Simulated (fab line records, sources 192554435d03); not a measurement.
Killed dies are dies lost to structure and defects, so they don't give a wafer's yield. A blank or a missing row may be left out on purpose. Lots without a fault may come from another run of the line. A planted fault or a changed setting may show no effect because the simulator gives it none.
Which tool did it? | flow n5_finfet | 10 lots, 30 wafers sampled, at 3 steps of a route of 1938

WHAT THE GAUGES READ, wafer by wafer
N5_SDB_THK_MEAS_31.
lot  | measured    | on            | SDB_THK (nm)
L510 | day 4 10:32 | film_metro-01 | 64.5 65.2 65.6
L512 | day 5 02:48 | film_metro-01 | 66.1 65.3 65.1
L515 | day 5 16:20 | film_metro-01 | 63.2 63.2 63.5
L518 | day 6 10:33 | film_metro-02 | 63.3 63.1 62.9
L520 | day 6 23:57 | film_metro-01 | 64.2 63.9 64.6
L521 | day 7 06:16 | film_metro-02 | 63.5 65.0 65.0
L522 | day 7 12:10 | film_metro-02 | 69.7 69.6 67.9
L523 | day 7 17:43 | film_metro-01 | 69.3 70.3 69.3
L525 | day 8 08:17 | film_metro-01 | 64.4 64.6 64.0
L529 | day 9 08:31 | film_metro-01 | 65.1 65.2 64.9

WHICH TOOL RAN EACH LOT (tool, then ch and the chambers of the sampled wafers, then the start)
lot  | N5_SDB_STRIP_21                   | N5_SDB_CMP_30
L510 | rie_diel-04 ch 0,1, day 4 06:18   | cmp-02 ch 1,2,3, day 4 10:16
L512 | rie_diel-06 ch 1,2, day 4 23:11   | cmp-02 ch 0,1,2, day 5 02:35
L515 | rie_diel-06 ch 0,2,3, day 5 12:34 | cmp-01 ch 1,2, day 5 16:05
L518 | rie_diel-04 ch 0,1,2, day 6 06:56 | cmp-02 ch 0,1,2, day 6 10:16
L520 | rie_diel-04 ch 1,3, day 6 20:20   | cmp-04 ch 0,1,2, day 6 23:42
L521 | rie_diel-02 ch 1,2,3, day 7 02:11 | cmp-01 ch 0,3, day 7 05:58
L522 | rie_diel-04 ch 0,1,3, day 7 04:55 | cmp-02 ch 0,1,2, day 7 11:52
L523 | rie_diel-06 ch 2,3, day 7 13:11   | cmp-02 ch 0,3, day 7 17:25
L525 | rie_diel-02 ch 1,2,3, day 8 04:31 | cmp-01 ch 0,1,3, day 8 08:04
L529 | rie_diel-02 ch 0,2, day 9 04:55   | cmp-01 ch 1,2,3, day 9 08:13
- N5_SDB_STRIP_21: strips in CF4.
- N5_SDB_CMP_30: polishes, stops on poly-Si, t overpolish 1.54 s, target thk 30 nm.

THE ANSWER, worked out from the rows above alone
Rule: what is usual is taken from the lots themselves. Put in order of their means at a reading, lots are off if they are a third of the lots or fewer, leave a main group of 4 or more, and stand apart from it by a gap of 3 or more times the standard deviation of the main group's means; of several such gaps the widest counts. A main group whose means are all the same, to the digits that the tables above print for the reading, isn't used. A lot without any number at a reading at which 4 lots or more have one is off too. The other lots that the step has rows for count as sound.
Off: L522, L523, at N5_SDB_THK_MEAS_31 (SDB_THK). The main group: mean 64.4 nm, standard deviation 0.8.
A tool fits if, at a process step before that reading, it ran every lot that is off, and no sound lot after the first of them. The gauges at N5_SDB_THK_MEAS_31 are tried like those tools. One fits: cmp-02 at N5_SDB_CMP_30. Its last sound lot is L518 (day 6 10:16), its first lot that is off L522 (day 7 11:52): a fault that began between those two fits.

WHAT THE SIMULATOR HAD PUT IN
Skipped step whole: cmp-02, from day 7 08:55 on, at N5_SDB_CMP_30. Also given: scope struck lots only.
Lots struck among those shown: L522, L523. The rule above found the same.
